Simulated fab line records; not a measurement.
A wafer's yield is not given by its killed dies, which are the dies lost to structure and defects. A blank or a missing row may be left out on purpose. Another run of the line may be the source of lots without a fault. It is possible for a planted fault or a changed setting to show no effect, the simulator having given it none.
Struck lot and sound lot, side by side + flow n5_finfet + 15 steps out of a route of 1938
Sound: wafers L419.1, L419.3, L419.5. The struck wafers were L422.1, L422.2, L422.4. The cause comes at the end.
Order at every step that has rows: each side's tool, ch and its chambers, its first start. Under that, the readings that differ: sound wafers + struck wafers + difference of the means + sigmas: that difference in standard deviations of wafers without a fault.
alike: words and numbers the same on both sides, and readings whose means are apart by under 2 such deviations; not compared: readings that were withheld, readings missing a value for some wafer, numbers with overlapping values and no deviation given by the record, and bounds like >300 which may hide the same value.
Wherever a step has rows on one side only, a row that says differs or no value, or a row with sigmas, the two part there. Numbers that don't overlap but have no deviation are shown without sigmas and don't part them. A reading that every wafer of one side lacks parts them only if that side has two wafers or more.

first, 5 steps without rows for these wafers: N5_BEOL_M10_EBR_24; N5_BEOL_M10_SOFTBAKE_23 (time 60 s); N5_BEOL_M10_EXPOSE_25 (exposes mask V9); N5_BEOL_M10_PEB_26 (peb time 60 s); N5_BEOL_M10_DEVELOP_27 (develop time 30 s).
N5_BEOL_M10_CD_MEAS_28: the cd target is 70 nm.
  sound on cd_sem-03 ch 0, day 12 06:14; struck on cd_sem-03 ch 0, day 14 06:41
  alike: cd_nm
N5_BEOL_M10_OVL_MEAS_29:
  sound on overlay-02 ch 0, day 12 06:16; struck on overlay-01 ch 0, day 14 06:43
  alike: V9_OVL
N5_BEOL_M10_INSPECT_30: inspects for defects (brightfield).
  struck on defect_inspect-02, day 14 06:45; sound on defect_inspect-02, day 12 06:17
  alike: raw_defect_count
N5_BEOL_M10_DESCUM_33: chemistry O2, time 7.9 s.
  sound on rie_diel-02 ch 0,2,3, day 12 06:29; struck on rie_diel-02 ch 0,1,2, day 14 06:47
  alike: drypump_motor_current_A, oes_product_au, rf_fwd_power_W, rf_vpp_V, showerhead_plenum_p_Torr, throttle_valve_pct
  not compared: rf_hours_counter_h
N5_BEOL_M10_ETCH_65: etches SiARC in CF4, target depth 39 nm, time 65 s.
  sound on rie_diel-02 ch 0,2,3, day 12 06:31; struck on rie_diel-02 ch 0,1,2, day 14 06:49
  alike: drypump_motor_current_A, etch_rf_on_time_s, oes_product_au, rf_fwd_power_W, rf_vpp_V, showerhead_plenum_p_Torr, throttle_valve_pct
  not compared: rf_hours_counter_h
N5_BEOL_M10_ETCH_66: etches SOC in N2/H2, target depth 120 nm, overetch 24 nm, time 180 s.
  sound on rie_diel-02 ch 0,2,3, day 12 06:34; struck on rie_diel-02 ch 0,1,2, day 14 06:52
  alike: drypump_motor_current_A, oes_product_au, rf_fwd_power_W, rf_vpp_V, showerhead_plenum_p_Torr, throttle_valve_pct
  not compared: rf_hours_counter_h
then, 1 step without rows for these wafers: N5_BEOL_M10_STRIP_69 (strips in N2/H2).
N5_BEOL_M10_VIA_ETCH_34: etches SiCOH lowk in C4F6/O2, target depth 184.5 nm, time 69.2 s.
  sound on rie_diel-02 ch 0,2,3, day 12 06:41; struck on rie_diel-02 ch 0,1,2, day 14 06:59
| reading                  | sound             | struck            | difference | sigmas |
|--------------------------|-------------------|-------------------|------------|--------|
| oes_f_703_au (a.u.)      | 0.72 0.73 0.74    | 0.54 0.54 0.51    | -0.20      | -3     |
| oes_o_777_au (a.u.)      | 0.72 0.73 0.76    | 0.57 0.57 0.53    | -0.18      | -2     |
| rf_fwd_power_W (W)       | 339.5 341.8 342.7 | 258.1 259.7 259.3 | -82.3      | -69    |
| rf_vpp_V (V)             | 673 660 689       | 754 793 776       | +100       | +9     |
| model.etch.depth_nm (nm) | 181.8 183.6 186   | 164.5 164.6 162.4 | -20.0      |        |
  alike: O2_flow_sccm, drypump_motor_current_A, oes_product_au, showerhead_plenum_p_Torr, throttle_valve_pct
  not compared: rf_hours_counter_h, model.SOC_of_BEOL_M10_COAT_63.thk_nm
then, 2 steps without rows for these wafers: N5_BEOL_M10_STRIP_73 (strips in C4F6/O2); N5_PASSIVATION_PROBE_49.

WHERE THEY PART
N5_BEOL_M10_VIA_ETCH_34 only, going by this record.

WHY: what the simulator had put in
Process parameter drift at N5_BEOL_M10_VIA_ETCH_34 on rie_diel-02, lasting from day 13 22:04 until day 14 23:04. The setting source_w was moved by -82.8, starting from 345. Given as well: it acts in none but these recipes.
